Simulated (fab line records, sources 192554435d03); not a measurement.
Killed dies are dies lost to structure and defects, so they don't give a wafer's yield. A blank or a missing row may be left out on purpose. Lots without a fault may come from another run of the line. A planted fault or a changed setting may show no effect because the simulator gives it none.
A struck lot beside a sound one | flow n5_finfet | 40 steps out of a route of 1938
Sound: wafers L673.3, L673.5, L673.6. Struck: wafers L666.1, L666.5, L666.6. The cause comes at the end.
At each step with rows: each side's tool, then ch and its chambers, then its first start. Under that, the readings that differ: sound wafers | struck wafers | difference of the means | sigmas: that difference in standard deviations of wafers without a fault.
alike: readings whose means differ by less than 2 such deviations, and words and numbers that are the same on both sides. not compared: withheld readings, readings that some wafer has no value for, bounds like >300 that may hide the same value, and numbers for which the record gives no deviation and whose values overlap.
The two part at a step that has a row with sigmas, a row that says differs or no value, or rows on one side only. Numbers that don't overlap but have no deviation are shown without sigmas and don't part them. A reading that every wafer of one side lacks parts them only if that side has two wafers or more.

first, 11 steps without rows for these wafers: N5_ZERO_LAYER_PECVD_02 (deposits SiO2 from SiH4/N2O, target thk 10 nm, time 6 s); N5_ZERO_LAYER_HMDS_04 (time 60 s); N5_ZERO_LAYER_COAT_05 (resist thk 1000 nm); N5_ZERO_LAYER_EBR_07; N5_ZERO_LAYER_SOFTBAKE_06 (time 90 s); N5_ZERO_LAYER_EXPOSE_08 (exposes mask ZERO, defocus 0 nm, target cd 2000 nm); N5_ZERO_LAYER_PEB_09; N5_ZERO_LAYER_DEVELOP_10 (develop time 60 s); N5_ZERO_LAYER_HARDBAKE_23 (time 120 s); N5_ZERO_LAYER_DESCUM_16 (chemistry O2, time 7.9 s); N5_ZERO_LAYER_ETCH_17 (etches SiO2 in CF4, target depth 12 nm, time 13.3 s).
N5_ZERO_LAYER_ETCH_18: etches Si in HBr/Cl2, target depth 120 nm, time 40 s.
  sound on rie_si-02 ch 0,1, day 6 00:55; struck on rie_si-03 ch 0,1,2, day 4 06:56
  alike: HBr_flow_sccm, drypump_motor_current_A, oes_product_au, throttle_valve_pct
  not compared: rf_hours_counter_h
then, 2 steps without rows for these wafers: N5_ZERO_LAYER_STRIP_24 (strips in O2); N5_ZERO_LAYER_STRIP_19 (strips in SPM, time 900 s).
N5_ZERO_LAYER_INSPECT_20: inspects for defects (darkfield).
  sound on defect_inspect-02, day 6 01:23; struck on defect_inspect-01, day 4 07:31
  reading          | sound    | struck       | difference | sigmas
  raw_defect_count | 35 55 20 | 975 1019 924 | +936       | +55
then, 8 steps without rows for these wafers: N5_WELL_APT_HMDS_01 (time 60 s); N5_WELL_APT_COAT_02 (resist thk 950 nm); N5_WELL_APT_EBR_04; N5_WELL_APT_SOFTBAKE_03 (time 60 s); N5_WELL_APT_EXPOSE_05 (exposes mask NWELL, defocus 0 nm, target cd 200 nm); N5_WELL_APT_PEB_06 (peb time 90 s); N5_WELL_APT_DEVELOP_07 (develop time 45 s); N5_WELL_APT_HARDBAKE_12 (time 120 s).
N5_WELL_APT_INSPECT_10: inspects for defects (macro).
  sound on defect_inspect-02, day 6 01:44; struck on defect_inspect-01, day 4 07:52
  reading          | sound | struck         | difference | sigmas
  raw_defect_count | 2 3 1 | >300 >300 >300 | differs    |
then, 12 steps without rows for these wafers: N5_WELL_APT_DESCUM_13 (chemistry O2, time 7.9 s); N5_WELL_APT_IMPLANT_14; N5_WELL_APT_IMPLANT_15; N5_WELL_APT_STRIP_16 (strips in SPM, time 900 s); N5_WELL_APT_HMDS_18 (time 60 s); N5_WELL_APT_COAT_19 (resist thk 950 nm); N5_WELL_APT_EBR_21; N5_WELL_APT_SOFTBAKE_20 (time 60 s); N5_WELL_APT_EXPOSE_22 (exposes mask PWELL, defocus 0 nm, target cd 200 nm); N5_WELL_APT_PEB_23 (peb time 90 s); N5_WELL_APT_DEVELOP_24 (develop time 45 s); N5_WELL_APT_HARDBAKE_29 (time 120 s).
N5_WELL_APT_INSPECT_27: inspects for defects (macro).
  sound on defect_inspect-02, day 6 02:52; struck on defect_inspect-01, day 4 09:04
  reading          | sound | struck         | difference | sigmas
  raw_defect_count | 1 3 1 | >300 >300 >300 | differs    |
N5_WELL_APT_INSPECT_38: inspects for defects (darkfield).
  sound on defect_inspect-02, day 6 05:02; struck on defect_inspect-01, day 4 11:58
  reading          | sound    | struck       | difference | sigmas
  raw_defect_count | 21 14 30 | 971 1007 903 | +939       | +99 or more
-- the record jumps here: 7 days lie between the struck wafers' starts before and after (it left off in module WELL_APT and takes up again in module BEOL_M4, whose first step shown is number 1111 of the route) --
N5_BEOL_M4_RC_MEAS_101:
  sound on prober-02 ch 0, day 12 10:55; struck on prober-01 ch 0, day 11 05:16
  alike: DIBL_N, DIBL_P, IOFF_N, IOFF_P, ION_N, ION_P, SS_N, SS_P, VT_N, VT_P
-- the record jumps here: 5 days lie between the struck wafers' starts before and after (it left off in module BEOL_M4 and takes up again in module PASSIVATION, whose first step shown is number 1936 of the route) --
N5_PASSIVATION_PROBE_49:
  sound on prober-01, day 17 06:49; struck on prober-01, day 15 22:32
  reading                  | sound          | struck         | difference | sigmas
  defect_limited_yield (%) | 89.5 92.0 90.8 | 78.7 81.9 80.9 | -10.3      | -7
  killed_at_front_end      | 40 47 53       | 189 163 185    | +132       | +12
  killed_dies              | 124 94 109     | 251 214 225    | +121       | +7
  sort_bin_5_function (%)  | 6.5 4.5 5.2    | 13.6 11.7 11.0 | +6.7       | +7
  sort_n_pass              | 1056 1086 1071 | 929 966 955    | -121       | -7
  sort_yield_pct (%)       | 89.5 92.0 90.8 | 78.7 81.9 80.9 | -10.3      | -7
  alike: killed_at_M0_to_M3, killed_at_M4_up, killed_at_contacts, killed_at_other, killed_open, killed_short, sort_bin_6_memory

WHERE THEY PART
First at N5_ZERO_LAYER_INSPECT_20; last, within this record, at N5_PASSIVATION_PROBE_49.

WHY: what the simulator had put in
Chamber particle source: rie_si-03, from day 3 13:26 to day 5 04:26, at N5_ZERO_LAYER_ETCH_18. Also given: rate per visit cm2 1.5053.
